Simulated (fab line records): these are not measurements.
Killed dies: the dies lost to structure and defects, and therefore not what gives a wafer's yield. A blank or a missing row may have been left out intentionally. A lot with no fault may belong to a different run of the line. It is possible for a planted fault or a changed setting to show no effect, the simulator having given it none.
Problem report, 8D (eight disciplines) form, completed by code ; flow nandHarc ; the parts of the form that need people (team, actions taken, sign-off) are left out

1. WHAT WENT WRONG
At NHARC_A_ONON_D1_THK_MEAS_02, thkNm averages 881 nm over 3 wafers from 3 lots, while fault-free wafers read 998 nm, standard deviation 13. That puts it -9.0 standard deviations away from the usual mean.
The step: measures by ellipsometry.
The first sign was on wafer L553.4 at day 9 14:27, on filmMetro-02. The record has a number at this step for 43 wafers belonging to 15 lots. Rule for "out", or "out of limits": more than 4 standard deviations from the usual mean. Any other wafer with a number is counted as sound.

2. WHAT IT IS, WHAT IT ISN'T
question;is;is not
which readings at this step;thkNm;-
which lots;L553, L554, L555;L549, L550, L551, L562, L563, L565, L566, L567, L568, L569, L570, L571
which wafers of those lots;L553.4, L554.5, L555.4;L553.2, L553.3, L554.1, L555.3
read on which gauges;filmMetro-02;filmMetro-01
when;from day 9 14:27;"up to then (11 sound wafers); but 29 sound wafers of L554, L555, L562, L563, L565, L566, L567, L568, L569, L570, L571 came after"

3. WHAT RULES OUT EACH SUSPECT
Counting: any tool at a process step up to the reading remains a suspect provided it ran every lot that is out. Sound lots after the first of them don't rule it out here, since some wafers of a struck lot are sound.
- the gauge at NHARC_A_ONON_D1_THK_MEAS_02: kept. All the wafers that are out were read on filmMetro-02, and no step on other tools shows them out.
- pecvdOnon-01 at NHARC_A_ONON_D1_DEP_00 (target thk 1000 nm): kept. Every lot that is out went through it, the first being L553 (day 9 14:00); the last sound lot it ran before that was L551 (day 8 08:22).
After counting, pecvdOnon-01 at NHARC_A_ONON_D1_DEP_00 and filmMetro-02 at NHARC_A_ONON_D1_THK_MEAS_02 remain.

4. THE CAUSE (what the simulator had put in)
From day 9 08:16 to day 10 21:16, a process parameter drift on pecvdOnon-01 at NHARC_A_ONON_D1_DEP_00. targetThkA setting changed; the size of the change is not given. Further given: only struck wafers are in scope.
Counting left 2 suspects, and this tool is among them.

5. SEQUENCE OF EFFECTS, ordered by route
Each row: a reading where the mean over the struck wafers with a number is more than 3 standard deviations away from the usual. Readings are gone through only where the record gives a usual standard deviation; hours: the median, over the lots, of the time from a lot's start at the first step in this table giving one to that lot's start at this step; sigmas: the change measured in usual standard deviations.
hours;step;reading;usual;on struck wafers;change;sigmas
0;NHARC_A_ONON_D1_THK_MEAS_02;thkNm;998 nm;881;-117;-9.0

6. HOW IT WOULD HAVE BEEN CAUGHT EARLIER
6 hours passed between the start of the fault at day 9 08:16 and the first reading out of limits at a measuring or inspecting step in this record, taken at day 9 14:27.
An alarm limit of 4 standard deviations would not have fired on the tool readings at NHARC_A_ONON_D1_DEP_00 for which the record gives a usual standard deviation, since none of them was out on any struck wafer.
Of the lots that are out (3), L554, L555 began NHARC_A_ONON_D1_DEP_00 on pecvdOnon-01 after day 9 14:27. A hold on the tool at that time would have spared those 2.
